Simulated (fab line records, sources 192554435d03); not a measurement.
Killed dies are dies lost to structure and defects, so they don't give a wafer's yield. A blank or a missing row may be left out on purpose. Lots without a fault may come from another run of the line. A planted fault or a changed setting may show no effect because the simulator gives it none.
Chamber matching | flow n5_finfet | N5_BEOL_M7_CVD_78 on cvd_co-02: 3 sister chambers
The step deposits Co from CCTBA/H2, target thk 2 nm, time 142.3 s. 3 wafers are shown with their chamber, then 7 later ones without.

WAFERS WITH THEIR CHAMBER
wafer  | chamber | run_length_s (s)
L485.3 | 2       | 165.6
L489.2 | 0       | 164.2
L489.3 | 1       | 165.5

WAFERS WITHOUT THEIR CHAMBER
wafer  | run_length_s (s)
L489.5 | 165.6
L491.1 | 166.1
L491.2 | 165.8
L491.6 | 165.5
L492.1 | 165.9
L492.2 | 164.8
L492.4 | 165.3

WHICH CHAMBER EACH WENT THROUGH
wafer  | from the rows above          | in truth
L489.5 | can't be placed: 2 or 1      | 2
L491.1 | can't be placed: 2 or 1      | 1
L491.2 | can't be placed: 2 or 1      | 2
L491.6 | can't be placed: 1 or 2      | 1
L492.1 | can't be placed: 2 or 1      | 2
L492.2 | can't be placed: 0 or 1 or 2 | 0
L492.4 | can't be placed: 1 or 2      | 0
Placed correctly: 0 of 7. Can't be placed from these rows: 7 (the true chamber is among the candidates in 6). Placed wrongly: 0.
How it was worked out, from the rows above alone: a wafer's distance from a chamber is the root of the sum, over the readings, of the square of ((its reading less the chamber's mean) divided by the reading's scatter). The wafer belongs to the nearest chamber; if the next one is less than 2 further off, it can't be placed. A chamber's mean is the mean of its shown wafers. The scatter: with one shown wafer a chamber, the root of the mean of the squares of how far each hidden wafer lies from its nearest shown one.
